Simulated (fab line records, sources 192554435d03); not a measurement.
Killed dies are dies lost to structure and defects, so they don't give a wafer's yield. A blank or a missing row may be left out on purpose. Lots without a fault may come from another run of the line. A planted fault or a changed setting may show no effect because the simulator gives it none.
Chamber matching | flow n5_finfet | N5_BEOL_M1_ETCH_77 on rie_diel-02: 4 sister chambers
The step etches underlayer in N2/H2, target depth 6.5 nm, time 5.2 s. 4 wafers are shown with their chamber, then 7 later ones without.

WAFERS WITH THEIR CHAMBER
wafer  | chamber | drypump_motor_current_A (A)
L100.1 | 2       | 5.0
L101.2 | 1       | 6.2
L102.2 | 0       | 5.8
L102.3 | 3       | 5.9

WAFERS WITHOUT THEIR CHAMBER
wafer  | drypump_motor_current_A (A)
L102.5 | 5.0
L103.2 | 5.0
L103.4 | 5.8
L103.6 | 5.8
L104.2 | 5.0
L104.3 | 5.7
L104.6 | 4.9

WHICH CHAMBER EACH WENT THROUGH
wafer  | from the rows above     | in truth
L102.5 | 2                       | 2
L103.2 | 2                       | 2
L103.4 | can't be placed: 0 or 3 | 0
L103.6 | can't be placed: 0 or 3 | 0
L104.2 | 2                       | 2
L104.3 | can't be placed: 0 or 3 | 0
L104.6 | 2                       | 2
Placed correctly: 4 of 7. Can't be placed from these rows: 3 (the true chamber is among the candidates in 3). Placed wrongly: 0.
How it was worked out, from the rows above alone: a wafer's distance from a chamber is the root of the sum, over the readings, of the square of ((its reading less the chamber's mean) divided by the reading's scatter). The wafer belongs to the nearest chamber; if the next one is less than 2 further off, it can't be placed. A chamber's mean is the mean of its shown wafers. The scatter: with one shown wafer a chamber, the root of the mean of the squares of how far each hidden wafer lies from its nearest shown one.
